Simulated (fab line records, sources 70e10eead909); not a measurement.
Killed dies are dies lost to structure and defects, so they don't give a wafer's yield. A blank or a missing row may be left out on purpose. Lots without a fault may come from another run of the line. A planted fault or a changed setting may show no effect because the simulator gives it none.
A struck lot beside a sound one | flow nand_harc | 24 steps out of a route of 1302
Sound: wafers L393.1, L393.4, L393.6. Struck: wafers L404.4, L404.5, L404.6. The cause comes at the end.
At each step with rows: each side's tool, then ch and its chambers, then its first start. Under that, the readings that differ: sound wafers | struck wafers | difference of the means | sigmas: that difference in standard deviations of wafers without a fault.
alike: readings whose means differ by less than 2 such deviations, and words and numbers that are the same on both sides. not compared: withheld readings, readings that some wafer has no value for, bounds like >300 that may hide the same value, and numbers for which the record gives no deviation and whose values overlap.
The two part at a step that has a row with sigmas, a row that says differs or no value, or rows on one side only. Numbers that don't overlap but have no deviation are shown without sigmas and don't part them. A reading that every wafer of one side lacks parts them only if that side has two wafers or more.

first, 1 step without rows for these wafers: NHARC_P_M0_SRD_25.
NHARC_P_M0_INSPECT_27:
  sound on defect_inspect-01, day 8 18:47; struck on defect_inspect-01, day 13 03:33
  reading          | sound       | struck      | difference | sigmas
  raw_defect_count | 510 378 698 | 202 224 185 | -325       | -2
NHARC_P_M0_PRE_CLEAN_31: time 12 s.
  sound on pecvd-04 ch 0,1, day 8 18:50; struck on pecvd-02 ch 0,1,2, day 13 03:40
  alike: heater_power_w
NHARC_P_M0_DEP_32: deposits SiCN, target thk 30 nm.
  sound on pecvd-04 ch 0,1, day 8 18:55; struck on pecvd-02 ch 0,1,2, day 13 03:49
  alike: heater_power_w
then, 7 steps without rows for these wafers: NHARC_P_M1_DEP_00 (deposits SiOC, target thk 182.5 nm); NHARC_P_M1_DEHYDRATE_01 (time 120 s); NHARC_P_M1_HMDS_02 (time 30 s); NHARC_P_M1_COAT_34 (time 65 s); NHARC_P_M1_COAT_03 (resist thk 90 nm); NHARC_P_M1_SOFTBAKE_04 (time 55 s); NHARC_P_M1_EBR_05.
NHARC_P_M1_EXPOSE_06: exposes mask P M1, target cd 130 nm.
  sound on arfi_scanner-02 ch 0, day 8 20:01; struck on arfi_scanner-01 ch 0, day 13 04:42
  reading              | sound             | struck            | difference | sigmas
  exposure_dose_mJ_cm2 | 81.84 81.85 81.90 | 58.71 58.75 58.86 | -23.09     | -99 or more
  alike: mask
then, 2 steps without rows for these wafers: NHARC_P_M1_PEB_07 (peb time 65 s); NHARC_P_M1_DEVELOP_08 (develop time 35 s).
NHARC_P_M1_CD_MEAS_09: target cd 130 nm.
  sound on cd_sem-02 ch 0, day 8 20:10; struck on cd_sem-02 ch 0, day 13 04:50
  reading    | sound             | struck            | difference | sigmas
  cd_nm (nm) | 128.3 130.3 129.2 | 110.7 111.0 110.7 | -18.5      | -27
NHARC_P_M1_OVL_MEAS_10: pitch 260 nm.
  sound on overlay-02, day 8 20:15; struck on overlay-01, day 13 04:55
  alike: overlay_x_nm, overlay_y_nm
NHARC_P_M1_INSPECT_11:
  sound on defect_inspect-02, day 8 20:17; struck on defect_inspect-01, day 13 04:57
  alike: raw_defect_count
NHARC_P_M1_DESCUM_14: chemistry O2, time 3 s.
  sound on rie_diel-02 ch 0,1,3, day 8 20:22; struck on rie_diel-06 ch 0,2,3, day 13 05:02
  reading               | sound           | struck            | difference | sigmas
  model.P_M1.cd_nm (nm) | 129.9 131 129.6 | 109.5 110.8 111.3 | -19.6      |
  alike: drypump_motor_current_A, oes_product_au, rf_vpp_V, showerhead_plenum_p_Torr, throttle_valve_pct
  not compared: rf_hours_counter_h
NHARC_P_M1_ETCH_35: etches the open film in N2/H2, target depth 40 nm, overetch 12 nm, time 43.94 s.
  sound on rie_diel-02 ch 1,2,3, day 8 20:26; struck on rie_diel-06 ch 1,2, day 13 05:06
  alike: drypump_motor_current_A, h2_flow_sccm, oes_product_au, rf_vpp_V, showerhead_plenum_p_Torr, throttle_valve_pct
  not compared: rf_hours_counter_h
NHARC_P_M1_ETCH_15: etches the open film in C4F8/Ar, target depth 182.5 nm, time 91.2 s.
  sound on rie_diel-02 ch 0,1,2; struck on rie_diel-06 ch 1,2
  alike: oes_product_au, rf_vpp_V
  not compared: rf_hours_counter_h
NHARC_P_M1_CD_MEAS_16:
  sound on cd_sem-03, day 8 20:39; struck on cd_sem-02, day 13 05:19
  reading    | sound             | struck            | difference | sigmas
  cd_nm (nm) | 129.7 131.0 129.3 | 109.9 111.3 110.9 | -19.3      | -24
NHARC_P_M1_STRIP_18: strips in N2/H2.
  sound on rie_diel-06 ch 1,2, day 8 20:44; struck on rie_diel-05 ch 1,2, day 13 05:23
  reading                     | sound       | struck      | difference | sigmas
  drypump_motor_current_A (A) | 5.7 4.7 4.7 | 6.7 6.4 6.6 | +1.5       | +3
  alike: h2_flow_sccm, oes_product_au, rf_vpp_V, showerhead_plenum_p_Torr, throttle_valve_pct
  not compared: rf_hours_counter_h
NHARC_P_M1_ETCH_28: etches the open film in CF4/N2, target depth 30 nm, time 72.99 s.
  sound on rie_diel-06 ch 0,1,2; struck on rie_diel-05 ch 1,2,3
  reading               | sound             | struck          | difference | sigmas
  model.P_M1.cd_nm (nm) | 128.5 129.9 128.6 | 110.6 111.2 112 | -17.7      |
  alike: drypump_motor_current_A, oes_product_au, rf_vpp_V, showerhead_plenum_p_Torr, throttle_valve_pct
  not compared: rf_hours_counter_h
then, 1 step without rows for these wafers: NHARC_P_M1_STRIP_19 (strips in post etch residue remover, time 600 s).

WHERE THEY PART
First at NHARC_P_M0_INSPECT_27; last, within this record, at NHARC_P_M1_STRIP_18. Later steps at which nothing parts them and some readings are alike: NHARC_P_M1_ETCH_28.

WHY: what the simulator had put in
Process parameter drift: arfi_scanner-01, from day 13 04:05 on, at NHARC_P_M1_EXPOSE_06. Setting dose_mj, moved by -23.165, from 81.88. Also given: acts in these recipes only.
